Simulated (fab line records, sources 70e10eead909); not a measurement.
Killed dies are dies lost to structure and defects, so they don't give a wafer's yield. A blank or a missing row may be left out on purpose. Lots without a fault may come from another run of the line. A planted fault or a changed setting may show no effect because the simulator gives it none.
A struck lot beside a sound one | flow nand_harc | 14 steps out of a route of 1302
Sound: wafers L834.2, L834.3, L834.6. Struck: wafer L844.1. (L844.4, L844.5 of the same lot were not struck and are left out.) The cause comes at the end.
At each step with rows: each side's tool, then ch and its chambers, then its first start. Under that, the readings that differ: sound wafers | struck wafers | difference of the means | sigmas: that difference in standard deviations of wafers without a fault.
alike: readings whose means differ by less than 2 such deviations, and words and numbers that are the same on both sides. not compared: withheld readings, readings that some wafer has no value for, bounds like >300 that may hide the same value, and numbers for which the record gives no deviation and whose values overlap.
The two part at a step that has a row with sigmas, a row that says differs or no value, or rows on one side only. Numbers that don't overlap but have no deviation are shown without sigmas and don't part them. A reading that every wafer of one side lacks parts them only if that side has two wafers or more.

NHARC_A_SOURCE_PLATE_THK_MEAS_09: measures by ellipsometry.
  sound on film_metro-02, day 7 04:03; struck on film_metro-02, day 11 09:54
  reading     | sound        | struck | difference | sigmas
  thk_nm (nm) | 9.2 10.1 9.2 | 11.5   | +2.0       | +2
then, 3 steps without rows for these wafers: NHARC_A_SOURCE_PLATE_PVD_04 (deposits WSi2, target thk 50 nm); NHARC_A_SOURCE_PLATE_CVD_03 (deposits poly-Si, target thk 200 nm, time 4000 s); NHARC_A_SOURCE_PLATE_ANNEAL_05 (time 1800 s).
NHARC_A_SOURCE_PLATE_THK_MEAS_06: measures by ellipsometry.
  sound on film_metro-02, day 7 16:59; struck on film_metro-01, day 11 22:43
  reading     | sound             | struck | difference | sigmas
  thk_nm (nm) | 200.2 202.7 202.7 | 196.0  | -5.9       | -3
NHARC_A_SOURCE_PLATE_INSPECT_08:
  sound on defect_inspect-01, day 7 17:03; struck on defect_inspect-01, day 11 22:49
  alike: raw_defect_count
then, 1 step without rows for these wafers: NHARC_A_ONON_D1_DEP_00 (target thk 1000 nm).
NHARC_A_ONON_D1_THK_MEAS_02: measures by ellipsometry.
  sound on film_metro-01, day 7 17:37; struck on film_metro-01, day 11 23:23
  alike: thk_nm
then, 1 step without rows for these wafers: NHARC_A_ONON_D1_DEP_03 (target thk 1000 nm).
NHARC_A_ONON_D1_THK_MEAS_05: measures by ellipsometry.
  sound on film_metro-01, day 7 18:11; struck on film_metro-02, day 11 23:58
  alike: thk_nm
NHARC_A_ONON_D1_DEP_06: target thk 1000 nm.
  sound on pecvd_onon-03 ch 0, day 7 18:19; struck on pecvd_onon-04 ch 0, day 12 00:01
NHARC_A_ONON_D1_THK_MEAS_08: measures by ellipsometry.
  sound on film_metro-02, day 7 18:46; struck on film_metro-01, day 12 00:31
  reading     | sound       | struck | difference | sigmas
  thk_nm (nm) | 994 996 994 | 594    | -401       | -36
then, 1 step without rows for these wafers: NHARC_A_ONON_D1_DEP_09 (target thk 1000 nm).
-- the record jumps here: 16 days lie between the struck wafers' starts before and after (it left off in module A_ONON_D1 and takes up again in module END, whose first step shown is number 1302 of the route) --
NHARC_END_SORT_01:
  sound on prober-01 ch 0, day 24 14:27; struck on prober-02 ch 0, day 28 11:34
  reading         | sound    | struck | difference | sigmas
  killed_at_array | 58 74 40 | 670    | +613       | +41
  killed_dies     | 61 78 45 | 677    | +616       | +41
  alike: killed_at_other, killed_at_periphery, killed_open, killed_short

WHERE THEY PART
First at NHARC_A_SOURCE_PLATE_THK_MEAS_09; last, within this record, at NHARC_END_SORT_01.

WHY: what the simulator had put in
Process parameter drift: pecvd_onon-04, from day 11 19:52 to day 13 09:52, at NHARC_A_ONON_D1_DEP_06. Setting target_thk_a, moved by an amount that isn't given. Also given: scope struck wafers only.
